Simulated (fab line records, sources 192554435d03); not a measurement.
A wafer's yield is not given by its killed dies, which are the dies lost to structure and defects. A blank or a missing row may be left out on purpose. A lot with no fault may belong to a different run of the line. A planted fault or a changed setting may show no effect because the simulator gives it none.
Split-lot trial ; flow n5 finfet ; 21 wafers read across 7 lots, on a route 1938 steps long

## THE SPLIT ITSELF
At N5_FIN_SAQP_SPACER1_ALD_24 (deposits SiO2, target thk 20.3 nm, pulse time 1 s, purge time 2 s), the setting ald cycles was moved away from the recipe's 218 on 6 of the 21 wafers read, by -5.0% to +11.9%. All remaining wafers had this setting at the recipe value.

## FROM THE SPLIT TO THE READING: what the file shows between them, 2 steps
- N5_FIN_SAQP_SPACER1_ETCHBACK_25: etches SiO2 in CHF3/O2, target depth 24.4 nm, time 12.2 s
- N5_FIN_SAQP_MANDREL1_REMOVE_56: chemistry HBr/Cl2/O2, target a-Si, stops on SiNx, bt time 10 s

## THE READING
At N5_FIN_SAQP_CD_MEAS_27: cd nm in nanometres, against a target cd of 20 nm. Typical for fault-free wafers on this fab line: 20.29 nm, with standard deviation 0.25 nm.

wafer;tool, chamber at the split;ald cycles as run;against the recipe;cd nm, nm;against lot-mates on the recipe
L076.2;ald sin-03, 0;218;recipe;20.11;-
L076.3;ald sin-03, 3,1;218;recipe;20.29;-
L076.4;ald sin-03, 3,1;218;recipe;20.37;-
L078.1;ald sin-03, 2,0;244;+11.9%;22.60;+1.82
L078.4;ald sin-03, 2,0;244;+11.9%;22.74;+1.96
L078.6;ald sin-03, 2;218;recipe;20.78;-
L079.1;ald sin-03, 3;241;+10.6%;22.55;+2.30
L079.2;ald sin-03, 2;241;+10.6%;22.26;+2.01
L079.4;ald sin-03, 0;218;recipe;20.25;-
L084.1;ald sin-02, 1,2,2;218;recipe;20.09;-
L084.3;ald sin-02, 1,2,2;218;recipe;20.38;-
L084.6;ald sin-02, 1,2,2;218;recipe;20.41;-
L087.1;ald sin-02, 1,3;218;recipe;20.13;-
L087.4;ald sin-02, 2;207;-5.0%;19.19;-1.20
L087.5;ald sin-02, 1,3;218;recipe;20.66;-
L088.1;ald sin-01, 1;218;recipe;19.84;-
L088.5;ald sin-01, 0,3;218;recipe;20.04;-
L088.6;ald sin-01, 0,3;218;recipe;20.16;-
L090.3;ald sin-02, 1,2;218;recipe;20.18;-
L090.5;ald sin-02, 1,2;218;recipe;19.95;-
L090.6;ald sin-02, 1;233;+6.9%;21.49;+1.43
When a row names more than one chamber, that row covers several wafers, and the file does not tell which wafer ran in which chamber.

FIT RESULTS
A straight line over all 21 wafers: cd nm changes by +0.203 nm for each +1% of ald cycles; r = +0.98; the points scatter about the line by 0.22 nm.
The same after taking each lot's own level away (the mean of its wafers on the recipe; 21 wafers): +0.185 nm for each +1%; r = +0.98; scatter 0.2 nm.
That fit puts the effect of the largest move of ald cycles on the reading at 2.2 nm.
The lots' own levels span 20.013 to 20.780 nm, that is 3.1 times the standard deviation above.
The two slopes are in agreement: the lot-to-lot level therefore moves the slope only a little.
Check: with one of the wafers moved furthest among these (+11.9%) left out of the fit, the line predicts +2.31 nm for it against its lot-mates. Against them it came out at +1.82 nm.

## ADDITIONAL SPLITS CARRIED BY THESE WAFERS
Other splits were also applied to these wafers ahead of the reading. Each is held against what the fit with the lots' levels taken away leaves over:
other split on the same wafers;wafers away from the commonest value;r with cd nm (lot level and that fit taken away)
N5_WELL_APT_EXPOSE_22 dose mj;4;-0.10
N5_WELL_APT_PEB_23 peb time s;10;+0.12
N5_PMOS_HMC_CHANNEL_EPI_PEB_07 peb time s;5;+0.10

## THE WHOLE CHAIN: every reading that the file lists as answering this split, in the file's order
step;what it does;reading;change (the file's fit);r (the file's)
N5_FIN_SAQP_SPACER1_ALD_24;deposits SiO2, target thk 20.3 nm, pulse time 1 s, purge time 2 s;SiO2_of_FIN_SAQP_SPACER1_ALD_24.thk nm (the simulator's own value, which no gauge read);+0.203 nm for each +1% of the setting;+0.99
N5_FIN_SAQP_MANDREL1_REMOVE_56;chemistry HBr/Cl2/O2, target a-Si, stops on SiNx, bt time 10 s;FIN_SAQP.cd nm (the simulator's own value, which no gauge read);+0.197 nm for each +1% of the setting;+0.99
N5_FIN_SAQP_CD_MEAS_27;target cd 20 nm;cd nm;+0.187 nm for each +1% of the setting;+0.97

## THE FILE'S OWN FIT
cd nm changes by +0.187 nm for each +1% of ald cycles, r = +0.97.
